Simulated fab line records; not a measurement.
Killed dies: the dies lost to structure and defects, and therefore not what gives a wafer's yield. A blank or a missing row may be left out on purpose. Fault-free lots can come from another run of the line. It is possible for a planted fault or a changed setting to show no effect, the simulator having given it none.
fab line records | flow n5_finfet
[record] lots = 7 wafers = 21
route steps=1938 shown BEOL_M14@1762 BEOL_M15@1773 MIM_BOT@1833 PASSIVATION@1901
start_h: hours from the record's opening day to when the first of the lot's shown wafers began | wait_h: hours from the lot's prior step to this one | " repeats the value in the row above | L1.1+2: a row that stands for several wafers | - no value, or no start given | * or withheld: withheld | < > ~ a bound
route shown NAME@n: names a module that has steps shown in the file, with the first one's number in the route | usual: the fault-free wafers' mean and standard deviation | same: alike in all rows | chamber/n: place in a boat | sites: per-site readings | _std_site: standard deviation of those values | _edge_site: inner sites' mean taken away from outer sites' mean | radius_mm: for every site, how far away it sits from the centre of the wafer | mask NAME#n: copy n | behind: tool/chamber where the wafer was last shaped | hold: the reason the lot was held/the length of the hold in hours/how it ended | device: whichever transistor did not switch (one of n, p or np) | end of line: the tests these same wafers got at the end of their route | a step without rows: its recipe alone | killed: at the first sort, the dies lost to defects and structure; wafer yield is something else | map: a wafer's dies, marking killed ones x, the rest . and places with no die _
set.NAME: the setting the step ran with; set.NAME@STEP: the setting that earlier step ran with | model.NAME: the simulator's own value behind a step, which no gauge read
lots with deliberately changed settings; one table per step, one row per wafer
[[steps]]
[step N5_BEOL_M14_SPUTTER_43]
[recipe] material = TaN target_thk_a = 150 temp_c = 50 bias_v = 168.6 power_w = 15000 chamber_pressure_pa = 0.12 time_s = 24.19
// columns lot.wafer tool chamber start_h wait_h set.power_w model.TaN_of_BEOL_M14_SPUTTER_43.thk_nm
L077.2 pvd_sputter-02 - 306.01 0.0 15000 15.2
L077.3 " - " " 15000 15
L077.4 " - " " 15000 14.8
L084.1 pvd_sputter-01 - 335.63 0.0 15000 15.2
L084.2 " - " " 16810 16.8
L084.4 " - " " 15000 15
L080.2+4+5 pvd_sputter-01 - 348.11 0.0 15000 15
L087.2 pvd_sputter-01 - 348.51 0.0 16740 16.6
L087.3 " - " " 15000 15
L087.5 " - " " 15000 15.2
L085.2+5 pvd_sputter-03 - 350.89 0.0 15000 15.4
L085.4 " - " " 17440 17.8
L091.1+4 pvd_sputter-01 - 368.22 0.0 13430 13.6
L091.6 " - " " 15000 15
L090.2 pvd_sputter-02 - 407.24 0.0 15000 15.4
L090.3 " - " " 15000 14.8
L090.5 " - " " 15000 15
[step N5_BEOL_M15_ILD_DEP_00]
[recipe] material = SiO2 target_thk_a = 16293 temp_c = 400 precursor = TEOS/O2 pressure_torr = 6.5 rf_w = 900 teos_flow_sccm = 161.4 gas = O2 flow_sccm = 2650 time_s = 346.1
// columns lot.wafer tool chamber start_h wait_h set.time_s model.SiO2_of_BEOL_M15_ILD_DEP_00.thk_nm
L077.2 pecvd-02 0 308.13 0.0 382.9 1817
L077.3 " 1 " " 346.1 1607
L077.4 " 1 " " 382.9 1784
L084.1 pecvd-03 1 337.06 0.0 311.5 1475
L084.2 " 0 " " 311.5 1459
L084.4 " 2 " " 346.1 1662
L080.2 pecvd-01 1 349.66 0.0 378.3 1746
L080.4 " 0 " " 346.1 1593
L080.5 " 2 " " 378.3 1781
L087.2 pecvd-01 1 350.42 0.0 346.1 1619
L087.3 " 0 " " 296.5 1384
L087.5 " 0 " " 346.1 1632
L085.2 pecvd-01 1 352.18 0.0 346.1 1613
L085.4 " 0 " " 346.1 1614
L085.5 " 2 " " 346.1 1631
L091.1 pecvd-01 0 369.68 0.0 346.1 1603
L091.4 " 1 " " 366.4 1739
L091.6 " 0 " " 366.4 1719
L090.2 pecvd-01 1 408.52 0.0 346.1 1578
L090.3 " 2 " " 346.1 1576
L090.5 " 2 " " 346.1 1609
[step N5_BEOL_M15_THK_MEAS_01]
[recipe] reads = SiO2_of_BEOL_M15_ILD_DEP_00
[usual] M15_ILD_THK = 1623/23
// columns lot.wafer tool chamber start_h wait_h set.time_s@BEOL_M15_ILD_DEP_00 M15_ILD_THK[nm]
L077.2 film_metro-02 - 308.38 0.1 382.9 1816
L077.3 " - " " 346.1 1606
L077.4 " - " " 382.9 1785
L084.1 film_metro-02 - 337.31 0.1 311.5 1475
L084.2 " - " " 311.5 1460
L084.4 " - " " 346.1 1661
L080.2 film_metro-02 - 349.91 0.1 378.3 1747
L080.4 " - " " 346.1 1593
L080.5 " - " " 378.3 1781
L087.2 film_metro-01 - 350.67 0.1 346.1 1620
L087.3 " - " " 296.5 1383
L087.5 " - " " 346.1 1633
L085.2 film_metro-01 - 352.43 0.1 346.1 1613
L085.4 " - " " 346.1 1614
L085.5 " - " " 346.1 1629
L091.1 film_metro-02 - 369.93 0.1 346.1 1601
L091.4 " - " " 366.4 1740
L091.6 " - " " 366.4 1717
L090.2 film_metro-01 - 408.77 0.1 346.1 1578
L090.3 " - " " 346.1 1576
L090.5 " - " " 346.1 1610
[step N5_BEOL_M15_COAT_58]
[recipe] resist = BARC temp_c = 205 time_s = 60 spin_rpm = 1500 resist_thk_nm = 89
[step N5_BEOL_M15_COAT_04]
[recipe] spin_rpm = 1704 resist_thk_nm = 800
[step N5_BEOL_M15_DESCUM_15]
[recipe] chemistry = O2 time_s = 7.9 source_power_w = 50 bias_power_w = 20 pressure_mtorr = 20 rf_frequency_hz = 2.712e+07 temp_c = 40 o2_flow_sccm = 225
[step N5_BEOL_M15_ETCH_59]
[recipe] chemistry = N2/H2 target = BARC target_depth_a = 890 overetch_a = 267 time_s = 67.9 ion_energy_ev = 200 pressure_mtorr = 30 source_w = 840 bias_w = 150 n2_flow_sccm = 200 h2_flow_sccm = 200
[step N5_BEOL_M15_VIA_ETCH_16]
[recipe] chemistry = C4F8/O2/Ar target = SiO2 he_inner_torr = 15 he_outer_torr = 30 target_depth_a = 17922 time_s = withheld ion_energy_ev = 800 pressure_mtorr = 20 source_w = 1905 bias_w = 2040 Ar_flow_sccm = 400 C4F8_flow_sccm = 16 O2_flow_sccm = 12 ends = cleared
// columns lot.wafer tool chamber start_h wait_h set.time_s@BEOL_M15_ILD_DEP_00 model.etch.depth_nm model.coat_of_BEOL_M15_COAT_04.thk_nm
L077.2 rie_diel-01 1 309.46 0.0 * 1817 286.2
L077.3 " 3 " " * 1607 340.2
L077.4 " 0 " " * 1784 304.2
L084.1 rie_diel-02 3 337.79 0.0 * 1475 374.6
L084.2 " 2 " " * 1459 381.4
L084.4 " 1 " " * 1662 330
L080.2 rie_diel-01 1 350.51 0.0 * 1746 303.6
L080.4 " 2 " " * 1593 334.2
L080.5 " 0 " " * 1781 308
L087.2 rie_diel-06 0 351.29 0.0 * 1619 339.2
L087.3 " 3 " " * 1384 390.2
L087.5 " 1 " " * 1632 330.4
L085.2 rie_diel-06 2 353.03 0.0 * 1613 338.8
L085.4 " 1 " " * 1614 332.6
L085.5 " 2 " " * 1631 331.4
L091.1 rie_diel-02 1 370.41 0.0 * 1603 345.2
L091.4 " 2 " " * 1739 316
L091.6 " 3 " " * 1719 313.4
L090.2 rie_diel-01 2 409.37 0.0 * 1578 335.4
L090.3 " 1 " " * 1576 347.2
L090.5 " 0 " " * 1609 345
[step N5_MIM_BOT_SPUTTER_00]
[recipe] material = TiN target_thk_a = 350 temp_c = 200 power_w = 3000 chamber_pressure_pa = 0.49996 gas = Ar reactive_partial_pa = 0.37997 time_s = 89.7
// columns lot.wafer tool chamber start_h wait_h set.chamber_pressure_pa model.TiN_of_MIM_BOT_SPUTTER_00.thk_nm
L077.2 pvd_sputter-02 - 320.29 0.0 0.49996 35.4
L077.3 " - " " 0.49996 35
L077.4 " - " " 0.49996 35.2
L084.1 pvd_sputter-03 - 347.41 0.0 0.4462 36
L084.2 " - " " 0.4462 35.8
L084.4 " - " " 0.4462 35.4
L080.2 pvd_sputter-01 - 363.02 0.0 0.5741 33.4
L080.4+5 " - " " 0.5741 33.6
L087.2 pvd_sputter-01 - 363.52 0.0 0.49996 34.8
L087.3 " - " " 0.49996 35.2
L087.5 " - " " 0.49996 35
L085.2+4 pvd_sputter-01 - 363.74 0.0 0.49996 34.6
L085.5 " - " " 0.49996 34.2
L091.1 pvd_sputter-03 - 378.08 0.0 0.49996 35.2
L091.4 " - " " 0.49996 34.8
L091.6 " - " " 0.49996 35
L090.2 pvd_sputter-01 - 419.95 0.0 0.49996 34.4
L090.3+5 " - " " 0.49996 34.6
[step N5_PASSIVATION_EXPOSE_27]
[recipe] mask_id = PAD na = 0.55 source_shape = conventional sigma_outer = 0.8 polarization = unpolarized defocus_nm = 0 dose_mj = 32.3
// columns lot.wafer tool chamber start_h wait_h mask set.dose_mj
L077.2+3 krf_scanner-01 0 330.18 - PAD#0 32.3
L077.4 " 0 " " PAD#0 34.58
L084.1 krf_scanner-01 0 358.25 - PAD#0 31.63
L084.2+4 " 0 " " PAD#0 32.3
L080.2+4+5 krf_scanner-01 0 370.18 - PAD#0 32.3
L085.2 krf_scanner-01 0 370.52 - PAD#0 31.3
L085.4+5 " 0 " " PAD#0 32.3
L087.2+3 krf_scanner-01 0 370.87 - PAD#0 32.3
L087.5 " 0 " " PAD#0 30.98
L091.1+4+6 krf_scanner-02 0 385.75 - PAD#0 32.3
L090.2+3+5 krf_scanner-02 0 427.29 - PAD#0 32.3
[step N5_PASSIVATION_PEB_28]
[recipe] peb_temp_c = withheld peb_time_s = *
[step N5_PASSIVATION_DEVELOP_29]
[recipe] develop_time_s = 60 rinse_liquid = diw dry = air_spin dev_temp_c = 21
[step N5_PASSIVATION_HARDBAKE_31]
[recipe] temp_c = 130 time_s = 120
[step N5_PASSIVATION_CD_MEAS_30]
[recipe] target_cd_nm = 4000 landing_energy_ev = 500 detector = se_inlens polarity = opening
[usual] cd_nm = 3999.0/1.9
// columns lot.wafer tool chamber start_h wait_h set.dose_mj@PASSIVATION_EXPOSE_27 cd_nm
L077.2 cd_sem-01 0 330.35 - 32.3 3997.0
L077.3 " 0 " " 32.3 4000.0
L077.4 " 0 " " 34.58 4008.9
L084.1 cd_sem-02 0 358.43 - 31.63 3991.1
L084.2 " 0 " " 32.3 3997.3
L084.4 " 0 " " 32.3 3998.6
L080.2 cd_sem-03 0 370.36 - 32.3 4001.7
L080.4 " 0 " " 32.3 3997.7
L080.5 " 0 " " 32.3 3999.2
L085.2 cd_sem-01 0 370.70 - 31.3 3993.1
L085.4 " 0 " " 32.3 3999.5
L085.5 " 0 " " 32.3 3996.9
L087.2 cd_sem-02 0 371.04 - 32.3 4000.6
L087.3 " 0 " " 32.3 3999.8
L087.5 " 0 " " 30.98 3992.0
L091.1 cd_sem-01 0 385.93 - 32.3 4001.2
L091.4 " 0 " " 32.3 4004.2
L091.6 " 0 " " 32.3 4001.3
L090.2 cd_sem-03 0 427.47 - 32.3 3995.6
L090.3 " 0 " " 32.3 4000.5
L090.5 " 0 " " 32.3 3996.8
[[key]]
[split] step = N5_BEOL_M14_SPUTTER_43 setting = power_w stated = 15000 by = wafer
[response] step = N5_BEOL_M14_SPUTTER_43 reading = model.TaN_of_BEOL_M14_SPUTTER_43.thk_nm change = +0.14 per = 1% r = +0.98
[split] step = N5_BEOL_M15_ILD_DEP_00 setting = time_s stated = 346.1 by = wafer
[response] step = N5_BEOL_M15_ILD_DEP_00 reading = model.SiO2_of_BEOL_M15_ILD_DEP_00.thk_nm change = +18.2 per = 1% r = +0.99
[response] step = N5_BEOL_M15_THK_MEAS_01 reading = M15_ILD_THK change = +18.2 per = 1% r = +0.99
[response] step = N5_BEOL_M15_VIA_ETCH_16 reading = model.etch.depth_nm change = +18.2 per = 1% r = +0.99
[response] step = N5_BEOL_M15_VIA_ETCH_16 reading = model.coat_of_BEOL_M15_COAT_04.thk_nm change = -4.07 per = 1% r = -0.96
[split] step = N5_MIM_BOT_SPUTTER_00 setting = chamber_pressure_pa stated = 0.49996 by = lot
[response] step = N5_MIM_BOT_SPUTTER_00 reading = model.TiN_of_MIM_BOT_SPUTTER_00.thk_nm change = -0.0863 per = 1% r = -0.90
[split] step = N5_PASSIVATION_EXPOSE_27 setting = dose_mj stated = 32.3 by = wafer
[response] step = N5_PASSIVATION_CD_MEAS_30 reading = cd_nm change = +1.7 per = 1% r = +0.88
